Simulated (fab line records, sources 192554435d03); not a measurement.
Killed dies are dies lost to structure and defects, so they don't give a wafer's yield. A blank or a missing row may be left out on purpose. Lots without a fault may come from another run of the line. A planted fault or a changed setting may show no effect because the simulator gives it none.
fab line records | flow n5_finfet
record lots=6 wafers=18 last_day=24
route steps=1938 shown BEOL_M3@962 BEOL_M4@1111 PASSIVATION@1936
lots that met no fault: from a run of the same line without faults
start_h: hours from the record's first day to the start of the lot's first wafer shown | wait_h: hours since the lot's step before | " the same as in the row above | L1.1+2: a row that stands for several wafers | - no value, or no start given | * or withheld: withheld | < > ~ a bound
route shown NAME@n: a module of which the file shows steps, and the number in the route of the first | usual: mean/standard deviation of fault-free wafers | same: alike in all rows | chamber/n: place in a boat | sites: the reading at each site | _std_site: their standard deviation | _edge_site: outer sites' mean less inner sites' | radius_mm: how far each site lies from the wafer's centre | mask NAME#n: copy n | behind: the tool/chamber that last shaped the wafer | hold: why the lot was held/for how many hours/how that ended | device: the transistor (n, p or np) that didn't switch | end of line: the same wafers' tests at the end of the route | a step without rows: its recipe alone | killed: dies lost to structure and defects at the first sort, not the wafer's yield | map: a wafer's dies, x killed, . not, _ none there
set.NAME: the setting as run; set.NAME@STEP: as run at that earlier step | model.NAME: the simulator's own value behind a step, which no gauge read
lots at some steps of the route; a table a step, a row a wafer
services: from which hour (start_h, from the record's first day; less than 0 if before it) a tool's chamber was out of use, for how many hours, and why
## steps
# step N5_BEOL_M3_SOFTBAKE_23
# recipe temp_c=110 time_s=60 resist=CAR-EUV
# step N5_BEOL_M3_EXPOSE_25
# recipe mask_id=V2 na=0.33 source_shape=quasar sigma_inner=0.2 sigma_outer=0.8 polarization=unpolarized defocus_nm=5 dose_mj=63
# step N5_BEOL_M3_PEB_26
# recipe peb_temp_c=100 peb_time_s=60 resist=CAR-EUV
# step N5_BEOL_M3_DEVELOP_27
# recipe develop_time_s=30 developer=TMAH resist=CAR-EUV rinse_liquid=surfactant_rinse dry=air_spin dev_temp_c=23
# step N5_BEOL_M3_CD_MEAS_28
# recipe target_cd_nm=25.7 landing_energy_ev=500 detector=se_inlens target_cd_y_nm=23.3 polarity=opening
# usual cd_nm=25.69/0.26
# columns lot.wafer tool chamber start_h wait_h cd_nm
L769.4 cd_sem-02 0 264.47 - 26.07
L769.5 " 0 " " 26.03
L769.6 " 0 " " 25.81
L773.2 cd_sem-01 0 286.00 - 25.37
L773.5 " 0 " " 25.50
L773.6 " 0 " " 25.71
L779.1 cd_sem-01 0 314.51 - 25.51
L779.3 " 0 " " 26.09
L779.6 " 0 " " 25.50
L781.1 cd_sem-02 0 330.30 - 26.06
L781.3 " 0 " " 25.97
L781.6 " 0 " " 25.28
L785.1 cd_sem-02 0 342.74 - 25.81
L785.2 " 0 " " 26.04
L785.3 " 0 " " 25.73
L786.3 cd_sem-01 0 349.57 - 25.70
L786.4 " 0 " " 25.88
L786.5 " 0 " " 25.83
# step N5_BEOL_M3_OVL_MEAS_29
# recipe points_per_wafer=522
# usual V2_OVL=-0.1/0.62
# columns lot.wafer tool chamber start_h wait_h V2_OVL[nm]
L769.4 overlay-02 0 264.51 0.0 -0.7
L769.5 " 0 " " -1.2
L769.6 " 0 " " 0.3
L773.2 overlay-01 0 286.03 0.0 -0.7
L773.5 " 0 " " -0.2
L773.6 " 0 " " 0.0
L779.1 overlay-02 0 314.54 0.0 0.5
L779.3 " 0 " " 0.2
L779.6 " 0 " " -0.3
L781.1 overlay-02 0 330.33 0.0 -0.9
L781.3 " 0 " " -1.0
L781.6 " 0 " " -1.4
L785.1 overlay-01 0 342.77 0.0 -0.5
L785.2 " 0 " " 0.1
L785.3 " 0 " " 0.0
L786.3 overlay-01 0 349.61 0.0 -0.5
L786.4 " 0 " " -1.1
L786.5 " 0 " " -0.9
# step N5_BEOL_M3_INSPECT_30
# recipe mode=adi inspect_instrument=brightfield
# usual raw_defect_count=425/110
# columns lot.wafer tool chamber start_h wait_h raw_defect_count
L769.4 defect_inspect-01 - 264.56 0.0 447
L769.5 " - " " 383
L769.6 " - " " 401
L773.2 defect_inspect-01 - 286.09 0.0 497
L773.5 " - " " 604
L773.6 " - " " 452
L779.1 defect_inspect-02 - 314.60 0.1 329
L779.3 " - " " 300
L779.6 " - " " 316
L781.1 defect_inspect-01 - 330.39 0.1 386
L781.3 " - " " 474
L781.6 " - " " 447
L785.1 defect_inspect-02 - 342.83 0.1 677
L785.2 " - " " 441
L785.3 " - " " 373
L786.3 defect_inspect-01 - 349.66 0.0 467
L786.4 " - " " 447
L786.5 " - " " 522
# step N5_BEOL_M3_DESCUM_33
# recipe chemistry=O2 time_s=7 source_power_w=50 bias_power_w=20 pressure_mtorr=20 rf_frequency_hz=2.712e+07 temp_c=40 resist=CAR-EUV o2_flow_sccm=225
# usual bias_power_w=19.99/0.059 drypump_motor_current_A=5.7/0.41 oes_product_au=0.80/0.089 rf_fwd_power_W=49.44/0.21 rf_vpp_V=243.1/1 showerhead_plenum_p_Torr=2.07/0.048 throttle_valve_pct=20.21/0.17
# columns lot.wafer tool chamber start_h wait_h bias_power_w drypump_motor_current_A oes_product_au rf_fwd_power_W rf_hours_counter_h rf_vpp_V showerhead_plenum_p_Torr throttle_valve_pct
L769.4 rie_diel-01 1 264.62 0.1 20.00 5.6 0.75 49.77 128 243.0 2.08 20.09
L769.5 " 1 " " 20.05 5.6 0.76 49.58 - 243.2 2.08 20.08
L769.6 " 2 " " 19.96 6.2 0.84 49.22 - 242.4 2.13 20.34
L773.2 rie_diel-01 3 286.12 0.0 19.97 6.2 0.88 49.37 48 244.2 2.12 20.15
L773.5 " 1 " " 19.90 5.6 0.76 49.81 - 244.0 2.08 20.12
L773.6 " 0 " " 19.92 5.0 0.73 49.11 - 242.8 1.99 20.05
L779.1 rie_diel-01 2 314.63 0.0 19.93 6.2 0.83 49.32 68 244.1 2.13 20.36
L779.3 " 1 " " 19.98 5.6 0.74 49.73 141 242.7 2.08 20.12
L779.6 " 1 " " 19.92 5.6 0.75 49.88 - 242.8 2.08 20.13
L781.1 rie_diel-01 2 330.42 0.0 20.02 6.1 0.84 49.35 73 243.1 2.12 20.39
L781.3 " 0 " " 20.01 5.0 0.72 49.27 170 242.6 1.99 20.08
L781.6 " 3 " " 20.03 6.2 0.88 49.37 - 243.8 2.12 20.16
L785.1 rie_diel-01 2 342.86 0.0 19.89 6.2 0.82 49.12 76 243.9 2.12 20.39
L785.2 " 0 " " 19.93 5.0 0.71 49.58 173 241.3 1.99 20.10
L785.3 " 1 " " 19.88 5.6 0.74 49.38 150 243.7 2.08 20.13
L786.3 rie_diel-01 0 349.69 0.0 19.99 5.0 0.73 49.27 174 242.0 1.99 20.08
L786.4 " 2 " " 19.92 6.1 0.83 49.17 78 243.8 2.12 20.36
L786.5 " 2 " " 20.00 6.1 0.82 49.30 - 243.4 2.12 20.39
# step N5_BEOL_M3_ETCH_77
# recipe chemistry=N2/H2 target=underlayer target_depth_a=65 mask_material=CAR-EUV time_s=5.2 ion_energy_ev=200 pressure_mtorr=30 source_w=840 bias_w=150 n2_flow_sccm=200 h2_flow_sccm=200 ends=cleared
# usual drypump_motor_current_A=5.7/0.41 etch_rf_on_time_s=5.25/0.11 oes_product_au=0.68/0.078 rf_fwd_power_W=819.2/2.4 rf_vpp_V=523.6/2 showerhead_plenum_p_Torr=2.52/0.058 throttle_valve_pct=17.65/0.2
# columns lot.wafer tool chamber start_h wait_h drypump_motor_current_A etch_rf_on_time_s oes_product_au rf_fwd_power_W rf_hours_counter_h rf_vpp_V showerhead_plenum_p_Torr throttle_valve_pct
L769.4 rie_diel-01 1 264.66 0.0 5.6 5.29 0.66 821.1 128 524.7 2.56 17.76
L769.5 " 1 " " 5.6 5.28 0.65 820.7 - 524.3 2.56 17.75
L769.6 " 2 " " 6.2 5.23 0.74 822.5 - 523.2 2.58 17.69
L773.2 rie_diel-01 3 286.15 0.0 6.2 5.14 0.75 819.8 48 525.3 2.57 17.43
L773.5 " 1 " " 5.6 5.34 0.64 823.8 - 524.6 2.56 17.77
L773.6 " 0 " " 5.0 5.38 0.61 817.9 - 519.4 2.43 17.56
L779.1 rie_diel-01 2 314.67 0.0 6.2 5.22 0.71 816.9 68 523.2 2.58 17.69
L779.3 " 1 " " 5.6 5.21 0.65 818.4 141 526.3 2.56 17.78
L779.6 " 1 " " 5.6 5.25 0.64 819.7 - 525.6 2.56 17.78
L781.1 rie_diel-01 2 330.46 0.0 6.2 5.22 0.70 815.4 73 525.5 2.57 17.72
L781.3 " 0 " " 5.0 5.34 0.61 820.7 170 520.5 2.43 17.60
L781.6 " 3 " " 6.2 5.09 0.74 819.7 - 524.2 2.56 17.49
L785.1 rie_diel-01 2 342.90 0.0 6.2 5.18 0.71 819.0 76 523.8 2.57 17.70
L785.2 " 0 " " 5.0 5.34 0.61 817.1 173 520.7 2.43 17.59
L785.3 " 1 " " 5.6 5.22 0.64 818.0 150 525.9 2.55 17.79
L786.3 rie_diel-01 0 349.73 0.0 5.0 5.37 0.60 816.5 174 520.6 2.43 17.60
L786.4 " 2 " " 6.2 5.22 0.71 817.9 78 527.8 2.57 17.71
L786.5 " 2 " " 6.1 5.22 0.70 822.6 - 525.2 2.57 17.71
# step N5_BEOL_M3_ETCH_69
# recipe chemistry=CF4 target=SiARC target_depth_a=156 mask_material=CAR-EUV time_s=26 ion_energy_ev=80 pressure_mtorr=40 source_w=545 bias_w=36 Ar_flow_sccm=100 cf4_flow_sccm=100 ends=cleared
# usual drypump_motor_current_A=5.7/0.41 etch_rf_on_time_s=26.3/0.55 oes_product_au=0.68/0.078 rf_fwd_power_W=532.4/2.3 rf_vpp_V=183.8/0.92 showerhead_plenum_p_Torr=2.13/0.043 throttle_valve_pct=15.47/0.17
# columns lot.wafer tool chamber start_h wait_h drypump_motor_current_A etch_rf_on_time_s oes_product_au rf_fwd_power_W rf_hours_counter_h rf_vpp_V showerhead_plenum_p_Torr throttle_valve_pct
L769.4 rie_diel-01 1 264.68 0.0 5.6 26.4 0.64 534.4 128 184.0 2.16 15.52
L769.5 " 1 " " 5.6 26.5 0.65 536.9 - 183.4 2.16 15.52
L769.6 " 2 " " 6.2 26.1 0.73 531.9 - 184.9 2.17 15.44
L773.2 rie_diel-01 3 286.17 0.0 6.2 25.9 0.75 532.2 48 184.6 2.16 15.27
L773.5 " 1 " " 5.6 26.5 0.64 539.4 - 184.4 2.16 15.53
L773.6 " 0 " " 5.0 27.2 0.61 532.2 - 183.3 2.06 15.35
L779.1 rie_diel-01 2 314.68 0.0 6.2 26.1 0.72 530.5 68 183.3 2.16 15.47
L779.3 " 1 " " 5.6 26.6 0.64 536.2 141 184.3 2.16 15.53
L779.6 " 1 " " 5.6 26.2 0.65 534.4 - 184.2 2.16 15.54
L781.1 rie_diel-01 2 330.47 0.0 6.1 26.0 0.71 529.8 73 184.2 2.16 15.47
L781.3 " 0 " " 5.0 26.6 0.61 532.2 170 182.5 2.05 15.39
L781.6 " 3 " " 6.2 25.7 0.73 530.4 - 185.3 2.15 15.28
L785.1 rie_diel-01 2 342.91 0.0 6.1 26.3 0.70 530.6 76 184.5 2.16 15.47
L785.2 " 0 " " 5.0 26.8 0.60 530.2 173 183.6 2.05 15.39
L785.3 " 1 " " 5.6 26.4 0.63 533.8 150 183.9 2.15 15.55
L786.3 rie_diel-01 0 349.74 0.0 5.0 26.9 0.62 532.3 174 182.8 2.05 15.39
L786.4 " 2 " " 6.1 26.3 0.70 531.9 78 183.8 2.16 15.49
L786.5 " 2 " " 6.2 26.1 0.70 530.3 - 184.5 2.16 15.48
# step N5_BEOL_M3_ALD_98
# recipe material=SiO2 target_thk_a=25 temp_c=100 ald_precursor_family=BDEAS ald_co_reactant=O2-plasma pulse_time_s=1 co_reactant_pulse_time_s=1 purge_time_s=2 co_reactant_purge_time_s=2 ald_cycles=17 pressure_torr=2
# usual heater_power_w=81/9.4 precursor_pulse_height_rel=0.999/0.021
# same co_reactant_pulse_time_s=1
# columns lot.wafer tool chamber start_h wait_h heater_power_w precursor_pulse_height_rel
L769.4 ald_sin-02 0 264.76 0.1 73 0.992
L769.5 " 2 " " 78 1.027
L769.6 " 1 " " 83 0.972
L773.2 ald_sin-04 2 286.50 0.3 81 0.975
L773.5 " 1 " " 68 1.003
L773.6 " 2 " " 80 0.992
L779.1 ald_sin-04 0 314.99 0.3 89 1.006
L779.3 " 1 " " 71 1.001
L779.6 " 0 " " 89 0.977
L781.1 ald_sin-04 0 330.55 0.1 91 1.018
L781.3 " 2 " " 80 0.995
L781.6 " 0 " " 88 1.005
L785.1 ald_sin-01 3 343.03 0.1 72 1.019
L785.2 " 1 " " 83 1.011
L785.3 " 0 " " 104 0.999
L786.3 ald_sin-01 1 349.93 0.2 83 1.016
L786.4 " 2 " " 76 0.984
L786.5 " 2 " " 78 0.987
# step N5_BEOL_M3_ETCHBACK_99
# recipe chemistry=CHF3 target=SiO2 target_depth_a=50 time_s=10.4 source_w=215 bias_w=47 Ar_flow_sccm=200 CHF3_flow_sccm=12 ion_energy_ev=100 pressure_mtorr=30
# usual drypump_motor_current_A=5.6/0.4 oes_product_au=0.79/0.095 rf_fwd_power_W=212.6/0.91 rf_vpp_V=243/5.6 showerhead_plenum_p_Torr=2.17/0.053 throttle_valve_pct=16.99/0.22
# columns lot.wafer tool chamber start_h wait_h drypump_motor_current_A oes_product_au rf_fwd_power_W rf_hours_counter_h rf_vpp_V showerhead_plenum_p_Torr throttle_valve_pct
L769.4 rie_diel-04 0 274.28 9.5 5.3 0.81 213.1 75 245 2.28 17.22
L769.5 " 3 " " 5.8 0.73 212.5 - 252 2.15 16.91
L769.6 " 2 " " 5.1 0.70 212.1 - 242 2.21 17.10
L773.2 rie_diel-01 3 301.84 15.3 6.2 0.88 213.1 52 245 2.17 16.72
L773.5 " 1 " " 5.6 0.75 214.6 - 245 2.16 16.91
L773.6 " 0 " " 5.0 0.72 212.2 - 233 2.08 16.92
L779.1 rie_diel-04 3 332.83 17.8 5.8 0.71 211.6 206 252 2.14 16.95
L779.3 " 2 " " 5.1 0.69 213.2 245 241 2.21 17.14
L779.6 " 1 " " 5.4 0.71 211.8 - 248 2.15 17.51
L781.1 rie_diel-04 1 337.98 7.4 5.4 0.70 212.6 238 248 2.15 17.51
L781.3 " 0 " " 5.3 0.79 212.9 94 246 2.28 17.27
L781.6 " 3 " " 5.8 0.71 212.6 - 252 2.14 16.95
L785.1 rie_diel-01 2 382.40 39.3 6.2 0.81 213.3 88 242 2.17 16.95
L785.2 " 3 " " 6.2 0.85 212.2 72 246 2.16 16.75
L785.3 " 0 " " 5.0 0.71 212.2 185 232 2.07 16.96
L786.3 rie_diel-05 3 382.49 32.5 5.9 0.92 212.7 38 230 2.12 16.85
L786.4 " 2 " " 5.6 0.70 212.5 211 242 2.14 16.99
L786.5 " 2 " " 5.6 0.70 214.0 - 241 2.14 17.01
# step N5_BEOL_M3_ETCH_70
# recipe chemistry=N2/H2 target=SOC target_depth_a=800 overetch_a=160 mask_material=SiARC temp_c=40 time_s=120 ion_energy_ev=200 pressure_mtorr=30 source_w=840 bias_w=150 n2_flow_sccm=200 h2_flow_sccm=200
# usual drypump_motor_current_A=5.6/0.39 oes_product_au=0.61/0.07 rf_fwd_power_W=835.5/2.9 rf_vpp_V=524.1/2 showerhead_plenum_p_Torr=2.55/0.07 throttle_valve_pct=17.71/0.26
# columns lot.wafer tool chamber start_h wait_h drypump_motor_current_A oes_product_au rf_fwd_power_W rf_hours_counter_h rf_vpp_V showerhead_plenum_p_Torr throttle_valve_pct model.SiARC_of_BEOL_M3_COAT_68.thk_nm
L769.4 rie_diel-04 0 274.32 0.0 5.3 0.63 838.1 75 528.2 2.69 18.06 6.6
L769.5 " 3 " " 5.9 0.56 836.9 - 524.2 2.54 17.62 6.4
L769.6 " 2 " " 5.1 0.53 829.8 - 524.7 2.62 18.03 6.2
L773.2 rie_diel-01 3 301.87 0.0 6.2 0.67 835.6 52 524.3 2.56 17.41 6.4
L773.5 " 1 " " 5.6 0.59 838.2 - 523.1 2.56 17.73 6.4
L773.6 " 0 " " 5.0 0.56 834.8 - 521.6 2.43 17.52 6.8
L779.1 rie_diel-04 3 332.86 0.0 5.8 0.55 634.5 206 573.6 2.53 17.65 7.2
L779.3 " 2 " " 5.1 0.53 637.7 246 576.6 2.61 18.06 7.2
L779.6 " 1 " " 5.4 0.54 629.6 - 571.1 2.51 18.10 7
L781.1 rie_diel-04 1 338.02 0.0 5.4 0.54 634.2 238 572.1 2.51 18.08 7
L781.3 " 0 " " 5.3 0.61 641.2 94 578.0 2.68 18.08 7.4
L781.6 " 3 " " 5.8 0.55 638.8 - 573.2 2.53 17.64 7.2
L785.1 rie_diel-01 2 382.43 0.0 6.1 0.62 832.8 88 523.2 2.57 17.69 6.4
L785.2 " 3 " " 6.2 0.64 838.3 72 524.3 2.56 17.46 6.2
L785.3 " 0 " " 5.0 0.55 834.0 185 522.2 2.42 17.57 6.6
L786.3 rie_diel-05 3 382.53 0.0 5.9 0.69 837.8 38 523.8 2.46 17.27 6.6
L786.4 " 2 " " 5.6 0.54 832.3 211 522.3 2.50 17.64 6.4
L786.5 " 2 " " 5.7 0.54 832.1 - 523.0 2.50 17.62 6.4
# step N5_BEOL_M3_STRIP_71
# recipe chemistry=N2/H2 temp_c=40 n2_flow_sccm=200 h2_flow_sccm=200 rf_frequency_hz=6e+07
# step N5_BEOL_M4_RC_MEAS_101
# usual DIBL_N=35.8/1.6 DIBL_P=35.6/2 IOFF_N=0.15/0.031 IOFF_P=0.20/0.033 ION_N=668/12 ION_P=459/6.8 SS_N=71.4/0.53 SS_P=73.1/0.63 VT_N=250/3.5 VT_P=-251/3
# columns lot.wafer tool chamber start_h wait_h DIBL_N[mV/V] DIBL_P[mV/V] IOFF_N[nA/um] IOFF_P[nA/um] ION_N[uA/um] ION_P[uA/um] SS_N[mV/dec] SS_P[mV/dec] VT_N[mV] VT_P[mV]
L769.4 prober-01 0 353.53 0.5 34.9 33.2 0.13 0.19 660 462 71.2 71.7 251 -249
L769.5 " 0 " " 36.4 35.1 0.16 0.23 685 470 71.9 73.1 249 -247
L769.6 " 0 " " 35.8 34.8 0.15 0.22 674 464 71.5 72.1 251 -247
L773.2 prober-01 0 382.87 0.2 36.1 36.5 0.17 0.21 677 460 71.8 73.2 248 -251
L773.5 " 0 " " 34.4 34.0 0.14 0.17 669 455 71.3 72.7 248 -252
L773.6 " 0 " " 36.2 36.5 0.17 0.20 685 461 71.8 73.3 246 -251
L781.1 prober-01 0 399.36 0.0 36.8 37.8 0.18 0.23 679 462 71.8 73.8 249 -247
L781.3 " 0 " " 35.6 35.2 0.14 0.19 659 451 71.6 73.2 251 -253
L781.6 " 0 " " 35.1 34.3 0.14 0.18 651 446 71.1 73.1 253 -251
L779.1 prober-01 0 414.34 0.0 37.4 38.1 0.19 0.25 676 461 71.5 73.7 247 -248
L779.3 " 0 " " 36.4 36.5 0.17 0.23 672 467 71.3 73.9 249 -248
L779.6 " 0 " " 38.0 38.3 0.20 0.27 681 472 72.1 74.8 245 -245
L785.1 prober-01 0 436.12 0.0 39.4 39.7 0.21 0.26 676 465 72.7 74.2 246 -246
L785.2 " 0 " " 36.1 35.4 0.14 0.20 660 459 71.4 72.2 251 -250
L785.3 " 0 " " 38.5 38.4 0.19 0.24 663 458 72.5 74.1 247 -247
L786.3 prober-02 0 461.74 0.3 35.2 33.4 0.12 0.17 656 451 71.1 72.3 255 -252
L786.4 " 0 " " 33.9 32.6 0.11 0.16 652 452 70.9 72.9 254 -252
L786.5 " 0 " " 34.2 32.9 0.12 0.17 680 466 71.2 72.5 252 -253
# step N5_PASSIVATION_PROBE_49
# usual defect_limited_yield=90.7/1.5 killed_at_M0_to_M3=38/11 killed_at_M4_up=15/5.5 killed_at_contacts=12/6 killed_at_front_end=41/11 killed_at_other=3.5/2.7 killed_dies=110/18 killed_open=72/13 killed_short=35/8.7 sort_bin_5_function=5.5/1.1 sort_bin_6_memory=3.4/0.63 sort_bin_8_speed=0.01/0.037 sort_n_pass=1070/18 sort_yield_pct=90.7/1.5
# same gross_dies=1180 killed_at_back_side=0 sort_bin_4_leakage[%]=0
# columns lot.wafer tool chamber start_h wait_h defect_limited_yield[%] killed_at_M0_to_M3 killed_at_M4_up killed_at_contacts killed_at_front_end killed_at_other killed_dies killed_open killed_short sort_bin_5_function[%] sort_bin_6_memory[%] sort_bin_8_speed[%] sort_n_pass sort_yield_pct[%]
L769.4 prober-01 - 463.37 0.2 90.3 44 11 22 37 0 114 77 37 5.4 4.0 0 1066 90.3
L769.5 prober-01 - 463.42 0.2 89.8 52 18 10 40 0 120 80 40 6.1 3.7 0 1060 89.8
L769.6 prober-01 - 463.47 0.3 88.0 49 26 25 40 2 142 92 50 6.7 5.0 0 1038 88.0
L785.1 prober-01 - 550.27 0.0 90.8 38 9 22 30 10 109 65 33 4.5 3.6 0 1071 90.8
L785.2 prober-01 - 550.32 0.1 93.1 48 7 6 16 5 82 50 30 4.0 2.7 0 1098 93.1
L785.3 prober-01 - 550.37 0.1 91.0 28 22 9 39 8 106 68 38 5.3 3.2 0 1074 91.0
# killed by level:class
L769.4 MOL_CONTACT_COAG:geometric_particle:open=17 STI_FIN_REVEAL:geometric_particle:open=13 BEOL_M1:geometric_particle:open=13 BEOL_M0_SAQP:geometric_particle:short=9 FIN_SAQP:geometric_particle:short=6 BEOL_M0_SAQP:geometric_particle:open=6 FIN_SAQP:geometric_particle:open=5 GATE_CUT:geometric_particle:short=5
L769.5 BEOL_M0_SAQP:geometric_particle:short=14 STI_FIN_REVEAL:geometric_particle:open=12 BEOL_M0_SAQP:geometric_particle:open=11 MOL_CONTACT_COAG:geometric_particle:open=10 BEOL_M4:geometric_particle:open=10 BEOL_M1:geometric_particle:open=10 BEOL_M3:geometric_particle:open=5 STARTING-WAFER:geometric_particle:short=5
L769.6 MOL_CONTACT_COAG:geometric_particle:open=18 BEOL_M0_SAQP:geometric_particle:open=15 BEOL_M4:geometric_particle:open=13 BEOL_M0_SAQP:geometric_particle:short=12 FIN_SAQP:geometric_particle:short=11 STI_FIN_REVEAL:geometric_particle:open=10 FIN_SAQP:geometric_particle:open=7 MOL_CONTACT_COAG:geometric_particle:short=7
L785.1 MOL_CONTACT_COAG:geometric_particle:open=19 BEOL_M0_SAQP:geometric_particle:short=14 BEOL_M0_SAQP:geometric_particle:open=12 HKMG_FIN:area_etch=9 FIN_SAQP:geometric_particle:short=6 BEOL_M3:geometric_particle:open=5 FIN_SAQP:geometric_particle:open=4 BEOL_M5:geometric_particle:open=4
L785.2 BEOL_M0_SAQP:geometric_particle:open=17 BEOL_M0_SAQP:geometric_particle:short=17 MOL_CONTACT_COAG:geometric_particle:open=5 BEOL_M2:geometric_particle:open=4 FIN_SAQP:geometric_particle:open=3 DUMMY_GATE:geometric_particle:open=3 BEOL_M3:geometric_particle:open=3 BEOL_M4:geometric_particle:open=3
L785.3 BEOL_M4:geometric_particle:open=13 FIN_SAQP:geometric_particle:short=8 STI_FIN_REVEAL:geometric_particle:open=6 BEOL_M0_SAQP:geometric_particle:short=6 BEOL_M0_SAQP:geometric_particle:open=6 FIN_SAQP:geometric_particle:open=5 MOL_CONTACT_COAG:geometric_particle:open=5 GATE_CUT:geometric_particle:short=4
## services
# columns tool chamber start_h hours kind
ald_sin-02 - 245.75 0.9 repair
ald_sin-04 - 246.22 0.3 repair
ald_sin-01 - 248.84 6.1 pm
ald_sin-01 - 260.22 2.1 repair
ald_sin-04 - 264.57 21.7 repair
ald_sin-02 - 268.55 14.0 pm
rie_diel-01 1 274.60 2.8 repair
rie_diel-05 3 275.07 11.5 repair
rie_diel-05 - 281.26 2.8 pm
ald_sin-02 2 301.63 1.9 repair
rie_diel-05 0 304.51 6.7 repair
rie_diel-01 3 307.71 5.5 repair
ald_sin-02 1 332.09 7.5 repair
rie_diel-04 2 348.86 - clean
rie_diel-04 2 348.86 - consumable_replace:focus_ring
rie_diel-04 2 348.86 18.3 scheduled_down
rie_diel-04 2 348.86 18.3 vent_cycle
ald_sin-04 - 361.12 6.0 pm
rie_diel-04 1 371.06 - clean
rie_diel-04 1 371.06 - consumable_replace:focus_ring
rie_diel-04 1 371.06 16.2 scheduled_down
rie_diel-04 1 371.06 16.2 vent_cycle
ald_sin-01 2 374.67 6.0 repair
ald_sin-01 3 381.56 4.6 repair
## key
first_sign step=N5_BEOL_M3_ETCH_70 reading=rf_fwd_power_W direction=down sigmas=70 usual=* struck=*
effect step=N5_BEOL_M3_ETCH_70 reading=rf_vpp_V direction=up sigmas=25 usual=524.1 struck=574.1
model_effect step=N5_BEOL_M3_ETCH_70 value=SiARC_of_BEOL_M3_COAT_68.thk_nm without=6.367 struck=7.167
met_at N5_BEOL_M3_ETCH_70
struck_wafers L779.1,L779.3,L779.6,L781.1,L781.3,L781.6
onset_between 274.32 332.86
fault kind=process_parameter_drift tool=rie_diel-04 chamber=- onset_h=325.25 steps=N5_BEOL_M3_ETCH_70 channel=source_w offset=-201.6 shape=step end_h=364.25 acts_in=these_recipes_only stated=840
